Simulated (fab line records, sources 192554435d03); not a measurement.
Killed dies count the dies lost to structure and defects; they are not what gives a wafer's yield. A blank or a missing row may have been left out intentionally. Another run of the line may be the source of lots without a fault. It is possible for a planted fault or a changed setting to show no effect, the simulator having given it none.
Split-lot study | flow n5-finfet | route with 1938 steps; 7 lots, 39 wafers read

== SPLIT DETAILS ==
At N5_PASSIVATION_ETCH_15 (etches SiCN in CF4/N2, target depth 75 nm, time 81.2 s), the setting target-depth-a was moved away from the recipe's 750 angstrom on 12 of the 39 wafers read, by -35.5% to +50.8%. The other wafers ran this setting at the recipe's value.

The split's own step is where the reading is taken.

== THE READING ==
etch.depth-nm (the simulator's own value, which no gauge read), in nm, at N5_PASSIVATION_ETCH_15 (etches SiCN in CF4/N2, target depth 75 nm, time 81.2 s). There is no usual value for it anywhere in the file. Here, 27 wafers ran the recipe; their average is 65.55 nm with a standard deviation of 1.8 nm.

wafer  | tool, chamber at the split | target-depth-a as run, angstrom | against the recipe | etch.depth-nm, nm | against lot-mates on the recipe
L075.1 | rie-diel-04, 3             | 750                             | recipe             | 63.69             | -
L075.2 | rie-diel-04, 1             | 750                             | recipe             | 67.2              | -
L075.3 | rie-diel-04, 2             | 750                             | recipe             | 64.27             | -
L075.4 | rie-diel-04, 0             | 750                             | recipe             | 64.82             | -
L075.5 | rie-diel-04, 2             | 750                             | recipe             | 64.77             | -
L075.6 | rie-diel-04, 1             | 750                             | recipe             | 67.74             | -
L074.2 | rie-diel-04, 2             | 750                             | recipe             | 64.63             | -
L074.4 | rie-diel-04, 3             | 750                             | recipe             | 64.55             | -
L074.5 | rie-diel-04, 2             | 750                             | recipe             | 64.13             | -
L077.1 | rie-diel-04, 3             | 750                             | recipe             | 64.38             | -
L077.2 | rie-diel-04, 1             | 888                             | +18.4%             | 79.86             | +14.38
L077.3 | rie-diel-04, 0             | 750                             | recipe             | 64.32             | -
L077.4 | rie-diel-04, 1             | 750                             | recipe             | 67.73             | -
L077.5 | rie-diel-04, 0             | 888                             | +18.4%             | 76.53             | +11.05
L077.6 | rie-diel-04, 3             | 888                             | +18.4%             | 75.57             | +10.09
L080.1 | rie-diel-01, 2             | 750                             | recipe             | 67.06             | -
L080.2 | rie-diel-01, 1             | 919.6                           | +22.6%             | 80.06             | +14.66
L080.3 | rie-diel-01, 0             | 750                             | recipe             | 61.84             | -
L080.4 | rie-diel-01, 3             | 919.6                           | +22.6%             | 77.4              | +12.00
L080.5 | rie-diel-01, 1             | 919.6                           | +22.6%             | 80.97             | +15.57
L080.6 | rie-diel-01, 2             | 750                             | recipe             | 67.31             | -
L084.1 | rie-diel-03, 2             | 750                             | recipe             | 65.91             | -
L084.2 | rie-diel-03, 3             | 750                             | recipe             | 68.58             | -
L084.3 | rie-diel-03, 1             | 750                             | recipe             | 64.03             | -
L084.4 | rie-diel-03, 0             | 750                             | recipe             | 66.06             | -
L084.5 | rie-diel-03, 1             | 750                             | recipe             | 63.59             | -
L084.6 | rie-diel-03, 0             | 750                             | recipe             | 65.54             | -
L091.1 | rie-diel-01, 2             | 750                             | recipe             | 66.54             | -
L091.2 | rie-diel-01, 0             | 750                             | recipe             | 62.39             | -
L091.3 | rie-diel-01, 3             | 1131                            | +50.8%             | 93.94             | +28.69
L091.4 | rie-diel-01, 3             | 1131                            | +50.8%             | 93.63             | +28.38
L091.5 | rie-diel-01, 0             | 1131                            | +50.8%             | 93.55             | +28.30
L091.6 | rie-diel-01, 2             | 750                             | recipe             | 66.81             | -
L089.1 | rie-diel-04, 2             | 750                             | recipe             | 65.44             | -
L089.2 | rie-diel-04, 0             | 483.7                           | -35.5%             | 42.24             | -25.12
L089.3 | rie-diel-04, 3             | 483.7                           | -35.5%             | 41.7              | -25.66
L089.4 | rie-diel-04, 1             | 750                             | recipe             | 68.07             | -
L089.5 | rie-diel-04, 1             | 750                             | recipe             | 68.57             | -
L089.6 | rie-diel-04, 2             | 483.7                           | -35.5%             | 42.18             | -25.18

THE FIT
A straight line over all 39 wafers: etch.depth-nm changes by +0.599 nm for each +1% of target-depth-a; r = +0.99; the points scatter about the line by 1.9 nm.
The same after taking each lot's own level away (the mean of its wafers on the recipe; 39 wafers): +0.619 nm for each +1%; r = +0.99; scatter 2 nm.
According to that fit, moving target-depth-a by its largest amount changes the reading by 31 nm.
Across the lots, their own levels run from 64.437 to 67.360 nm, a range of 1.6 times the standard deviation given above.
So the lot-to-lot level changes the slope little: the two slopes agree.
Check: +31.6 nm against its lot-mates is what the line predicts for one of the wafers moved furthest among these (+50.8%) when that wafer is left out of the fit. Against them it came out at +28.7 nm.

== OTHER SPLITS ON THESE WAFERS ==
Before the reading, these wafers also passed through other splits. Each is held against what the fit with the lots' levels taken away leaves over:
other split on the same wafers     | wafers away from the commonest value | r with etch.depth-nm (lot level and that fit taken away)
N5_BEOL_M6_ETCH_62 target-depth-a  | 18                                   | +0.19
N5_BEOL_M8_ILD_DEP_00 target-thk-a | 15                                   | -0.12
N5_BEOL_M10_VIA_ETCH_34 time-s     | 15                                   | +0.19
N5_BEOL_M12_DEP_53 target-thk-a    | 18                                   | +0.05

== FILE'S OWN FIT ==
etch.depth-nm changes by +0.614 nm for each +1% of target-depth-a, r = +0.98.
